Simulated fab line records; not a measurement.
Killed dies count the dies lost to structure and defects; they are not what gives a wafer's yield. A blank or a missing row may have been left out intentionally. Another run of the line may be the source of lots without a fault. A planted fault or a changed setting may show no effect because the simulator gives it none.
A lot that was struck, set against a sound lot :: flow n5-finfet :: 16 out of 1938 route steps
Sound: the wafers L298.1, L298.4, L298.5. Struck: wafers L306.1, L306.4. (L306.6 of the same lot was not struck and is left out.) The cause comes at the end.
Per side, at each step with rows, come the tool, then ch with its chambers, and then its first start. Under that, the readings that differ: sound wafers :: struck wafers :: difference of the means :: sigmas: that difference in standard deviations of wafers without a fault.
alike: readings with means less than 2 such deviations apart, plus words and numbers identical on both sides. not compared: withheld readings, readings lacking a value on some wafer, bounds such as >300 that could conceal the same value, and numbers that have no deviation in the record and whose values overlap.
A row with sigmas, a row that says differs or no value, or rows on one side alone: a step with any of these is where the two part. Numbers that don't overlap but have no deviation are shown without sigmas and don't part them. A reading that every wafer of one side lacks parts them only if that side has two wafers or more.

N5_BEOL_M0_SAQP_HM_OPEN_112: chemistry CHF3/O2, target SiO2, stops on a-Si, target depth 12 nm, time 13.5 s.
  sound on rie-diel-06 ch 2,3, day 5 14:46; struck on rie-diel-06 ch 0,3, day 7 11:12
  alike: drypump-motor-current-A, oes-product-au, rf-vpp-V, showerhead-plenum-p-Torr, throttle-valve-pct
  not compared: rf-hours-counter-h
then, 2 steps without rows for these wafers: N5_BEOL_M0_SAQP_STRIP_113 (strips in CHF3/O2); N5_BEOL_M0_SAQP_MANDREL_ETCH_20 (etches a-Si in HBr/Cl2, stops on SiNx, target depth 60 nm, bt time 10 s, time 30 s).
N5_BEOL_M0_SAQP_STRIP_86: strips in N2/H2.
  sound on rie-diel-06 ch 1,2,3, day 5 14:56; struck on rie-diel-06 ch 2,3, day 7 11:31
  alike: drypump-motor-current-A, oes-product-au, rf-vpp-V, showerhead-plenum-p-Torr, throttle-valve-pct
  not compared: rf-hours-counter-h
then, 2 steps without rows for these wafers: N5_BEOL_M0_SAQP_STRIP_115 (strips in post etch residue remover, time 60 s); N5_BEOL_M0_SAQP_SRD_93 (time 30 s).
N5_BEOL_M0_SAQP_RECESS_114: chemistry HF/NH3, target SiO2, target depth 14.4 nm, afs cycles 3, sublimation time 60 s.
  sound on vapor-etch-01 ch 0,1, day 5 15:04; struck on vapor-etch-01 ch 1, day 7 11:38
  alike: drypump-motor-current-A
then, 1 step without rows for these wafers: N5_BEOL_M0_SAQP_SPACER1_ALD_98 (deposits SiO2, target thk 12.8 nm, pulse time 1 s, purge time 2 s).
N5_BEOL_M0_SAQP_SPACER1_ETCHBACK_99: etches SiO2 in CHF3/O2, target depth 15.4 nm, time 7.7 s.
  sound on rie-diel-01 ch 2,3, day 5 15:56; struck on rie-diel-04 ch 0,2, day 7 12:59
  alike: drypump-motor-current-A, oes-product-au, rf-vpp-V, showerhead-plenum-p-Torr, throttle-valve-pct
  not compared: rf-hours-counter-h
N5_BEOL_M0_SAQP_MANDREL1_REMOVE_100: chemistry HBr/Cl2/O2, target a-Si, stops on SiNx, bt time 10 s.
  sound on rie-si-05 ch 0,3, day 5 16:01; struck on rie-si-02 ch 0,3, day 7 13:04
  alike: drypump-motor-current-A, oes-product-au, throttle-valve-pct
  not compared: rf-hours-counter-h
N5_BEOL_M0_SAQP_CD_MEAS_25: target cd 13.1 nm.
  sound on cd-sem-01 ch 0, day 5 16:08; struck on cd-sem-02 ch 0, day 7 13:11
  alike: cd-nm
then, 1 step without rows for these wafers: N5_BEOL_M0_SAQP_ETCH_101 (etches SiNx in CH3F/O2, target depth 29.9 nm, time 42.7 s).
N5_BEOL_M0_SAQP_ETCH_102: etches SiO2 in CF4, target depth 4 nm, time 4.4 s.
  sound on rie-si-06 ch 0,1,2, day 5 16:16; struck on rie-si-06 ch 0,3, day 7 13:29
reading: oes-product-au (a.u.)
sound: 0.995 1.002 1.026
struck: 1.322 1.349
difference: +0.328
sigmas: +16

reading: model.etch.depth-nm (nm)
sound: 4.016 3.979 3.973
struck: 5.998 6.286
difference: +2.153
sigmas: 
  alike: drypump-motor-current-A, throttle-valve-pct
  not compared: rf-hours-counter-h
then, 1 step without rows for these wafers: N5_BEOL_M0_SAQP_MANDREL_ETCH_103 (etches a-Si in HBr/Cl2, stops on SiCN, target depth 45 nm, bt time 10 s, time 27 s).
-- the record jumps here: 3 days lie between the struck wafers' starts before and after (it left off in module BEOL_M0_SAQP and takes up again in module BEOL_M4, whose first step shown is number 1111 of the route) --
N5_BEOL_M4_RC_MEAS_101:
  sound on prober-01 ch 0, day 8 04:13; struck on prober-01 ch 0, day 10 15:28
  alike: DIBL_N, DIBL_P, IOFF_N, IOFF_P, ION_N, ION_P, SS_N, SS_P, VT_N, VT_P
-- here the record skips 5 days between the struck wafers' starts before and after, leaving off in module BEOL_M4 and picking up in module PASSIVATION (first step shown: number 1936 of the route) --
N5_PASSIVATION_PROBE_49:
  sound on prober-01 at day 12 21:07; struck on prober-02 at day 15 05:55
reading: killed_at_M0_to_M3
sound: 51 43 57
struck: 37 25
difference: -19
sigmas: -2

reading: killed_at_M4_up
sound: 12 10 4
struck: 22 23
difference: +14
sigmas: +3
  alike: defect-limited-yield, killed-at-contacts, killed-at-front-end, killed-at-other, killed-dies, killed-on-rim, killed-open, killed-short, sort_bin_5_function, sort_bin_6_memory, sort_bin_8_speed, sort-n-pass, sort-yield-pct

== WHERE THEY PART ==
At N5_BEOL_M0_SAQP_ETCH_102 first; at N5_PASSIVATION_PROBE_49 last (within this record only).

WHY: the cause the simulator had injected
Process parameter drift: rie-si-06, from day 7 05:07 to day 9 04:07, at N5_BEOL_M0_SAQP_ETCH_102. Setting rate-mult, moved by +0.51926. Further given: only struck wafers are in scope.
